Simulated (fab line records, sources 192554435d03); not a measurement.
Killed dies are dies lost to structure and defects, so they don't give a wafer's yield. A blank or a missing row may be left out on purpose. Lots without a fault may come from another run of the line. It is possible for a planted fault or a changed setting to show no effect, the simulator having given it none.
Check for tools in common :: flow n5-finfet :: Sampled: 12 lots, 32 wafers

THE REASON FOR OPENING IT
At N5_BEOL_M4_RC_MEAS_101 the reading IOFF_N_LONG is flagged on 3 of 12 lots. Wafers without a fault read 5.65e-05 nA/um, standard deviation 2.7e-06.
Rule: a lot is flagged when every wafer of it that has a number lies more than 4 standard deviations from that mean, or none has a number. The rest of the lots are taken to be sound.

lot: L930
measured: day 10 19:08
on: prober-01
IOFF_N_LONG (nA/um), wafer by wafer: 7.74e-05 7.37e-05 7.56e-05
flag: FLAGGED

lot: L931
measured: day 11 00:25
on: prober-02
IOFF_N_LONG (nA/um), wafer by wafer: 7.45e-05 7.55e-05 7.58e-05
flag: FLAGGED

lot: L932
measured: day 11 02:11
on: prober-01
IOFF_N_LONG (nA/um), wafer by wafer: 7.17e-05 7.09e-05 7.23e-05
flag: FLAGGED

lot: L933
measured: day 11 05:39
on: prober-01
IOFF_N_LONG (nA/um), wafer by wafer: 5.53e-05 5.61e-05 5.58e-05
flag: 

lot: L934
measured: day 12 11:51
on: prober-01
IOFF_N_LONG (nA/um), wafer by wafer: 5.82e-05 5.83e-05 5.91e-05
flag: 

lot: L936
measured: day 12 12:45
on: prober-02
IOFF_N_LONG (nA/um), wafer by wafer: 5.23e-05 5.03e-05 5.14e-05
flag: 

lot: L935
measured: day 12 13:32
on: prober-01
IOFF_N_LONG (nA/um), wafer by wafer: 5.49e-05 5.49e-05 5.33e-05
flag: 

lot: L938
measured: day 12 16:40
on: prober-02
IOFF_N_LONG (nA/um), wafer by wafer: 5.82e-05 5.71e-05 5.87e-05
flag: 

lot: L937
measured: day 12 16:46
on: prober-01
IOFF_N_LONG (nA/um), wafer by wafer: 5.42e-05 5.46e-05
flag: 

lot: L939
measured: day 13 12:14
on: prober-01
IOFF_N_LONG (nA/um), wafer by wafer: 5.55e-05 5.62e-05
flag: 

lot: L940
measured: day 13 12:34
on: prober-02
IOFF_N_LONG (nA/um), wafer by wafer: 5.76e-05 5.69e-05
flag: 

lot: L941
measured: day 13 18:03
on: prober-01
IOFF_N_LONG (nA/um), wafer by wafer: 5.94e-05 5.91e-05
flag: 
Average over the flagged lots: 7.42e-05 nA/um; offset from the usual +1.77e-05 nA/um, equal to +7 standard deviations.

EACH LOT AND THE TOOL IT RAN ON
2 process steps preceding the reading are held in the record, out of 1938 steps in the route. Every cell lists first the tool, next ch and the chambers used by the sampled wafers, and last the start.
lot: L930
flag: FLAGGED
N5_SPACER0_ALD_08: ald-sin-03 ch 0,2,3, day 5 20:59
N5_SD_EPI_N_WET_ETCH_43: wet-bench-03 ch 1,4,6, day 5 22:38

lot: L931
flag: FLAGGED
N5_SPACER0_ALD_08: ald-sin-03 ch 0,1,3, day 6 04:01
N5_SD_EPI_N_WET_ETCH_43: wet-bench-01 ch 1,2,6, day 6 05:25

lot: L932
flag: FLAGGED
N5_SPACER0_ALD_08: ald-sin-01 ch 0,1,2, day 6 06:12
N5_SD_EPI_N_WET_ETCH_43: wet-bench-06 ch 0,1,6, day 6 07:44

lot: L933
flag: 
N5_SPACER0_ALD_08: ald-sin-03 ch 0,3, day 6 14:52
N5_SD_EPI_N_WET_ETCH_43: wet-bench-01 ch 2,3,4, day 6 16:23

lot: L934
flag: 
N5_SPACER0_ALD_08: ald-sin-03 ch 0,1,3, day 6 17:50
N5_SD_EPI_N_WET_ETCH_43: wet-bench-06 ch 1,3,4, day 6 19:21

lot: L936
flag: 
N5_SPACER0_ALD_08: ald-sin-03 ch 0,2,3, day 7 07:41
N5_SD_EPI_N_WET_ETCH_43: wet-bench-01 ch 5,6,7, day 7 09:34

lot: L935
flag: 
N5_SPACER0_ALD_08: ald-sin-04 ch 0,1, day 7 01:49
N5_SD_EPI_N_WET_ETCH_43: wet-bench-01 ch 1,4,6, day 7 03:20

lot: L938
flag: 
N5_SPACER0_ALD_08: ald-sin-03 ch 0,3, day 7 16:25
N5_SD_EPI_N_WET_ETCH_43: wet-bench-06 ch 4,5,7, day 7 17:55

lot: L937
flag: 
N5_SPACER0_ALD_08: ald-sin-03 ch 0,3, day 7 12:11
N5_SD_EPI_N_WET_ETCH_43: wet-bench-01 ch 1,4, day 7 13:43

lot: L939
flag: 
N5_SPACER0_ALD_08: ald-sin-03 ch 1, day 7 23:47
N5_SD_EPI_N_WET_ETCH_43: wet-bench-06 ch 3,6, day 8 01:17

lot: L940
flag: 
N5_SPACER0_ALD_08: ald-sin-04 ch 0,3, day 8 05:07
N5_SD_EPI_N_WET_ETCH_43: wet-bench-06 ch 2,4, day 8 06:55

lot: L941
flag: 
N5_SPACER0_ALD_08: ald-sin-01 ch 1, day 8 12:34
N5_SD_EPI_N_WET_ETCH_43: wet-bench-06 ch 3,5, day 8 14:05
What the steps here do:
- N5_SPACER0_ALD_08: deposits SiNx, target thk 2 nm.
- N5_SD_EPI_N_WET_ETCH_43: etches SiO2 in dHF, time 14 s, target depth 1.5 nm.
- N5_BEOL_M4_RC_MEAS_101

FLAGGED OVER TOTAL, TOOL BY TOOL (the gauges that took the reading come last)
step: N5_SPACER0_ALD_08
tool: ald-sin-01
lots run: 2
flagged: 1
share of the flagged lots: some
sound lots run after its first flagged lot: 1 (L941)

step: N5_SPACER0_ALD_08
tool: ald-sin-03
lots run: 8
flagged: 2
share of the flagged lots: some
sound lots run after its first flagged lot: 6 (L933,L934,L936,L937,L938,L939)

step: N5_SPACER0_ALD_08
tool: ald-sin-04
lots run: 2
flagged: 0
share of the flagged lots: none
sound lots run after its first flagged lot: -

step: N5_SD_EPI_N_WET_ETCH_43
tool: wet-bench-01
lots run: 5
flagged: 1
share of the flagged lots: some
sound lots run after its first flagged lot: 4 (L933,L935,L936,L937)

step: N5_SD_EPI_N_WET_ETCH_43
tool: wet-bench-03
lots run: 1
flagged: 1
share of the flagged lots: some
sound lots run after its first flagged lot: 0

step: N5_SD_EPI_N_WET_ETCH_43
tool: wet-bench-06
lots run: 6
flagged: 1
share of the flagged lots: some
sound lots run after its first flagged lot: 5 (L934,L938,L939,L940,L941)

step: N5_BEOL_M4_RC_MEAS_101
tool: prober-01
lots run: 8
flagged: 2
share of the flagged lots: some
sound lots run after its first flagged lot: 6 (L933,L934,L935,L937,L939,L941)

step: N5_BEOL_M4_RC_MEAS_101
tool: prober-02
lots run: 4
flagged: 1
share of the flagged lots: some
sound lots run after its first flagged lot: 3 (L936,L938,L940)

WHAT IS ALLOWED BY THE TABLE
No row of the table ran every flagged lot.

WHAT WAS PUT IN BY THE SIMULATOR
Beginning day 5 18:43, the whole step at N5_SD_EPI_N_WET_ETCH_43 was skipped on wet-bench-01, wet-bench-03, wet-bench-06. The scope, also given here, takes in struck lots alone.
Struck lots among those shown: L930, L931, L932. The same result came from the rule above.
